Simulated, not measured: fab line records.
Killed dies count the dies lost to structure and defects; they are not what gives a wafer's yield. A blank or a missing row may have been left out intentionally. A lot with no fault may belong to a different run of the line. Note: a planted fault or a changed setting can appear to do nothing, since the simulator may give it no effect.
Matching of chambers :: flow n5Finfet :: 3 sister chambers for N5_BEOL_M0_SAQP_PECVD_96 on pecvd-04
The step deposits a-Si from SiH4/He, target thk 45 nm, time 45.2 s. 3 wafers are shown with their chamber, then 7 later ones without.

## WAFERS PAIRED WITH THEIR CHAMBERS
wafer: L085.1
chamber: 1
showerheadPlenumPTorr (Torr): 5.70

wafer: L089.2
chamber: 0
showerheadPlenumPTorr (Torr): 5.61

wafer: L089.3
chamber: 2
showerheadPlenumPTorr (Torr): 5.66

## WAFERS MISSING THEIR CHAMBER
wafer: L089.6
showerheadPlenumPTorr (Torr): 5.66

wafer: L094.1
showerheadPlenumPTorr (Torr): 5.70

wafer: L094.2
showerheadPlenumPTorr (Torr): 5.61

wafer: L094.5
showerheadPlenumPTorr (Torr): 5.61

wafer: L095.2
showerheadPlenumPTorr (Torr): 5.71

wafer: L095.3
showerheadPlenumPTorr (Torr): 5.65

wafer: L095.5
showerheadPlenumPTorr (Torr): 5.64

## WHICH CHAMBER EACH ONE RAN IN
wafer: L089.6
from the rows above: 2
in truth: 2

wafer: L094.1
from the rows above: 1
in truth: 1

wafer: L094.2
from the rows above: 0
in truth: 0

wafer: L094.5
from the rows above: 0
in truth: 0

wafer: L095.2
from the rows above: 1
in truth: 1

wafer: L095.3
from the rows above: 2
in truth: 2

wafer: L095.5
from the rows above: can't be placed: 2 or 0
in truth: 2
6 of 7 placed correctly. Unplaceable from these rows: 1, with the true chamber sitting among the candidates in 1. Placed wrongly: 0.
How it was worked out, from the rows above alone: a wafer's distance from a chamber is the root of the sum, over the readings, of the square of ((its reading less the chamber's mean) divided by the reading's scatter). If the next closest chamber is less than 2 further off than the closest, the wafer can't be placed; otherwise it belongs to the closest. For every chamber, the mean is computed from those of its wafers that are shown. The scatter (one wafer shown for each chamber): square how far every hidden wafer sits from the nearest shown wafer, average those squares and take the square root.
